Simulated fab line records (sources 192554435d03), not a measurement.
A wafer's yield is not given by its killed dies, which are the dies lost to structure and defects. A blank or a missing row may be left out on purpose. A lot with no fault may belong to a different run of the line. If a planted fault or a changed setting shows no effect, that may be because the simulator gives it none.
Chamber matching -- flow n5 finfet -- 4 sister chambers for N5_MOL_CONTACT_COAG_ETCH_124 on rie diel-01
The step etches SiNx in CH3F/O2, stops on SiOC, target depth 6.5 nm. 16 wafers are shown with their chamber, then 8 later ones without.

WAFERS PAIRED WITH THEIR CHAMBERS
wafer,chamber,drypump motor current A (A),showerhead plenum p Torr (Torr),rf vpp V (V)
L076.4,2,5.6,1.95,286
L076.5,2,5.6,1.95,287
L076.6,3,6.1,1.95,300
L085.2,3,6.1,1.94,302
L085.4,0,5.2,2.10,305
L085.6,3,6.1,1.94,298
L086.3,0,5.2,2.10,307
L086.4,2,5.6,1.94,286
L086.6,0,5.2,2.10,304
L087.2,0,5.2,2.10,306
L087.4,0,5.2,2.10,303
L087.6,3,6.2,1.94,301
L092.2,1,5.3,1.96,302
L092.3,0,5.2,2.09,303
L092.5,0,5.2,2.09,304
L095.1,3,6.1,1.94,301

SIGNATURES, as means of the wafers listed above
reading,chamber 0,chamber 1,chamber 2,chamber 3,scatter within a chamber
drypump motor current A,5.200,5.300,5.600,6.120,0.0258
showerhead plenum p Torr,2.0971,1.9600,1.9467,1.9420,0.00491
rf vpp V,304.57,302.00,286.33,300.40,1.4
Rule: a wafer lies at a distance from a chamber equal to the root of the sum of squares, over the readings, of (its reading less the chamber's mean, divided by the reading's scatter). If the next closest chamber is less than 2 further off than the closest, the wafer can't be placed; otherwise it belongs to the closest. How the scatter is found: for the shown wafers, subtract from each reading the mean of its chamber, square and add these, divide the total by (wafers less chambers), then take the root.

WAFERS WHOSE CHAMBER IS MISSING
wafer,drypump motor current A (A),showerhead plenum p Torr (Torr),rf vpp V (V)
L095.2,5.2,2.09,304
L095.3,5.6,1.94,285
L096.3,6.1,1.94,302
L096.5,5.2,2.09,305
L096.6,6.1,1.94,301
L097.1,5.5,1.93,286
L097.3,5.2,2.09,304
L097.4,5.5,1.93,285

EACH ONE'S CHAMBER
wafer,from the rows above,in truth
L095.2,0,0
L095.3,2,2
L096.3,3,3
L096.5,0,0
L096.6,3,3
L097.1,2,2
L097.3,0,0
L097.4,2,2
8 of 8 placed correctly. From these rows, 0 cannot be placed. Wrongly placed: 0.
